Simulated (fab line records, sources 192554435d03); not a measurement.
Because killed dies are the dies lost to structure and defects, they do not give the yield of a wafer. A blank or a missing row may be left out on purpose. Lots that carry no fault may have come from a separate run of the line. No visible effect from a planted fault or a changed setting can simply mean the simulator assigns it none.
8D (eight disciplines) problem report, filled in by code | flow n5 finfet | the parts of the form that need people (team, actions taken, sign-off) are left out

1. WHAT IS WRONG
V8_OVL at N5_BEOL_M9_OVL_MEAS_29 reads a mean of 5.4 nm on 2 wafers of 1 lot; wafers without a fault read -0.1 nm with a standard deviation of 0.79. That is +7.0 standard deviations from the usual mean.
Earliest sighting: wafer L549.3 on overlay-02 at day 18 23:26. At this step, 27 wafers from 11 lots have a number in the record. By rule, "out" or "out of limits" means more than 4 standard deviations away from the usual mean. The other wafers with a number count as sound.

2. WHAT IT IS AND WHAT IT IS NOT
question                    | is                     | is not
which readings at this step | V8_OVL                 | -
which lots                  | L549                   | L529, L530, L534, L535, L537, L539, L542, L544, L545, L550
which wafers of those lots  | all that have a number | -
read on which gauges        | overlay-02             | overlay-01
when                        | from day 18 23:26      | up to then (22 sound wafers); but 3 sound wafers of L550 came after

3. SUSPECTS, AND WHAT RULES EACH OUT
Counting: a tool stays on the suspect list if, at a process step up to the reading, it processed all lots that are out and no sound lot following the first of them.
- the gauge at N5_BEOL_M9_OVL_MEAS_29: kept. All the wafers that are out were read on overlay-02, and no step on other tools shows them out.
- rie metal-01 at N5_BEOL_M9_HM_OPEN_17 (chemistry Cl2/BCl3, target TiN, target depth 20 nm, overetch 6 nm): kept. It ran the lot that is out, L549 (day 18 22:50), and no sound lot after that; its last sound lot up to then is L545 (day 17 02:49).
- euv scanner-01 at N5_BEOL_M9_EXPOSE_25 (exposes mask V8): kept. It ran the lot that is out, L549 (day 18 23:16), and no sound lot after that; its last sound lot up to then is L544 (day 17 16:37).
After the count, these remain: rie metal-01 at N5_BEOL_M9_HM_OPEN_17, euv scanner-01 at N5_BEOL_M9_EXPOSE_25 and overlay-02 at N5_BEOL_M9_OVL_MEAS_29.

4. THE CAUSE (what the simulator had put in)
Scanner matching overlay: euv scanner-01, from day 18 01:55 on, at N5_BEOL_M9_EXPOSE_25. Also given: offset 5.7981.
Counting left 3 suspects, and this tool is among them.

5. SEQUENCE OF EFFECTS, ordered by route
One row per reading whose mean, taken over the struck wafers that have a number, lies over 3 standard deviations from the usual. Only readings for which the record gives a usual standard deviation are gone through. hours: the time from each lot's start at the first step in this table that gives one to its start at this step, as a median over the lots. sigmas: the change in usual standard deviations.
hours | step                   | reading | usual   | on struck wafers | change | sigmas
0     | N5_BEOL_M9_OVL_MEAS_29 | V8_OVL  | -0.1 nm | 5.4              | +5.5   | +7.0

6. WHAT WOULD HAVE CAUGHT IT SOONER
Counted from the fault's start at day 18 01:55, it took 22 hours until the first out-of-limits reading at a measuring or inspecting step in this record, taken at day 18 23:26.
Tool readings at N5_BEOL_M9_EXPOSE_25 with a usual standard deviation given in the record: none out on any struck wafer, hence no alarm at a limit of 4 standard deviations on them.
By day 18 23:26, every lot that is out (1) had started N5_BEOL_M9_EXPOSE_25 on euv scanner-01. Tool hold at that time: it would have spared none of them.
